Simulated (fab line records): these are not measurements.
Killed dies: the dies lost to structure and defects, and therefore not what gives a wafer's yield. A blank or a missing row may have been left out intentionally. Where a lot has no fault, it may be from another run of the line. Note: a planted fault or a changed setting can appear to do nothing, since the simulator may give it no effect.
Which tool is to blame? ; flow nandHarc ; 6 lots, 17 wafers sampled, at 5 steps of a route of 1302

WHAT EACH GAUGE READ, for each wafer
NHARC_END_SORT_01.
lot;measured;on;killedAtArray
L269;day 30 23:58;prober-02;43 38

WHAT TOOL EACH LOT RAN ON (gives the tool, then ch and the chambers of the sampled wafers, and finally the start)
lot;NHARC_A_SLIT_ETCH_15;NHARC_A_WL_FILL_ETCHBACK_17;NHARC_A_WL_FILL_CMP_12;NHARC_A_CONTACT_DEP_24
L256;rieDiel-11 ch 1,2, day 21 00:59 or earlier;rieMetal-02 ch 0,1, day 21 00:59;cmp-02 ch 0,1, day 21 06:52;pecvd-02 ch 0,1,2, day 21 07:28
L259;rieDiel-11 ch 1,2, day 22 05:48 or earlier;rieMetal-01 ch 0,1, day 22 05:48;cmp-04 ch 0,1,2, day 22 11:35;pecvd-04 ch 0,2, day 22 12:07
L263;rieDiel-08 ch 0,2,3, day 23 19:33 or earlier;rieMetal-01 ch 0, day 23 19:33;cmp-03 ch 0,1,2, day 24 01:31;pecvd-01 ch 1,2, day 24 02:25
L269;rieDiel-07 ch 0,1, day 27 04:40 or earlier;rieMetal-02 ch 0,1, day 27 04:40;cmp-03 ch 2,3, day 27 10:29;pecvd-01 ch 1,2, day 27 11:10
L275;rieDiel-11 ch 0,1,3, day 28 19:58 or earlier;rieMetal-03 ch 0,1, day 28 19:58;cmp-04 ch 0,1,3, day 29 00:08;pecvd-04 ch 1,2, day 29 00:44
L276;rieDiel-11 ch 1,2,3, day 29 08:19 or earlier;rieMetal-03 ch 0,1, day 29 08:19;cmp-02 ch 0,1,2, day 29 14:14;pecvd-01 ch 0,2, day 29 14:49
- NHARC_A_SLIT_ETCH_15: etches the open film in O2/COS, target depth 6200 nm, time 1612 s.
- NHARC_A_WL_FILL_ETCHBACK_17: etches the open film in Cl2/BCl3, target depth 4 nm, time 26.7 s.
- NHARC_A_WL_FILL_CMP_12: polishes, t overpolish 30 s, target thk 100 nm.
- NHARC_A_CONTACT_DEP_24: deposits SiO2, target thk 500 nm.

THE ANSWER, worked out from the rows above alone
Rule: usual is defined by the lots themselves. The widest of any qualifying gaps counts: lots, ordered by their means at a reading, are off when they make up no more than a third of the lots, leave a main group of 4 or more, and stand apart from it by 3 or more times the standard deviation of that group's means. A main group is skipped when, at the precision printed for the reading in the tables above, its means are all equal. Also off: a lot with no number at a reading for which 4 or more lots have one. Any other lot the step has rows for is counted as sound.
No lot is off at any reading shown: from this, nothing can be told.

WHAT THE SIMULATOR PUT IN
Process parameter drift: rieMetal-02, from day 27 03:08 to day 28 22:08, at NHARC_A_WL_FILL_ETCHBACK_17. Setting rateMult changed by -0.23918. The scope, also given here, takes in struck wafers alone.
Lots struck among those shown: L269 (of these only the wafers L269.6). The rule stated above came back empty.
